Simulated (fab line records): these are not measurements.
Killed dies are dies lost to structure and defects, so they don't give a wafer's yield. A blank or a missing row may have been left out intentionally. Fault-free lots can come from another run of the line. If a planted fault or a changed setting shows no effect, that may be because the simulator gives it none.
Matching of chambers + flow n5_finfet + rie_diel-02 running N5_BEOL_M0_SAQP_STRIP_108: 4 sister chambers
The step strips in N2/H2. 8 wafers are shown with their chamber, then 11 later ones without.

WAFERS WITH THEIR CHAMBER
| wafer  | chamber | showerhead_plenum_p_Torr (Torr) | drypump_motor_current_A (A) |
|--------|---------|---------------------------------|-----------------------------|
| L078.1 | 0       | 3.47                            | 5.8                         |
| L080.3 | 3       | 3.20                            | 4.9                         |
| L081.3 | 0       | 3.46                            | 5.7                         |
| L082.6 | 3       | 3.20                            | 4.9                         |
| L085.2 | 1       | 3.30                            | 6.4                         |
| L085.3 | 2       | 3.37                            | 5.9                         |
| L085.5 | 1       | 3.30                            | 6.3                         |
| L084.3 | 2       | 3.37                            | 5.8                         |

WAFERS WITH NO CHAMBER GIVEN
| wafer  | showerhead_plenum_p_Torr (Torr) | drypump_motor_current_A (A) |
|--------|---------------------------------|-----------------------------|
| L084.4 | 3.19                            | 4.9                         |
| L084.5 | 3.37                            | 5.9                         |
| L091.3 | 3.36                            | 5.9                         |
| L091.5 | 3.19                            | 4.9                         |
| L091.6 | 3.46                            | 5.7                         |
| L096.1 | 3.29                            | 6.4                         |
| L096.2 | 3.36                            | 5.9                         |
| L096.5 | 3.36                            | 5.9                         |
| L097.2 | 3.29                            | 6.4                         |
| L097.3 | 3.45                            | 5.7                         |
| L097.5 | 3.18                            | 4.9                         |

WHICH CHAMBER EACH ONE RAN IN
| wafer  | from the rows above | in truth |
|--------|---------------------|----------|
| L084.4 | 3                   | 3        |
| L084.5 | 2                   | 2        |
| L091.3 | 2                   | 2        |
| L091.5 | 3                   | 3        |
| L091.6 | 0                   | 0        |
| L096.1 | 1                   | 1        |
| L096.2 | 2                   | 2        |
| L096.5 | 2                   | 2        |
| L097.2 | 1                   | 1        |
| L097.3 | 0                   | 0        |
| L097.5 | 3                   | 3        |
Placed correctly: 11 of 11. From these rows, 0 cannot be placed. Number placed wrongly: 0.
How it was worked out, from the rows above alone: a wafer's distance from a chamber is the root of the sum, over the readings, of the square of ((its reading less the chamber's mean) divided by the reading's scatter). If the next closest chamber is less than 2 further off than the closest, the wafer can't be placed; otherwise it belongs to the closest. Each chamber's mean is taken over the wafers shown for it. The scatter is the square root of a quotient: the sum, over the shown wafers, of each reading's squared deviation from its chamber's mean, divided by wafers minus chambers.
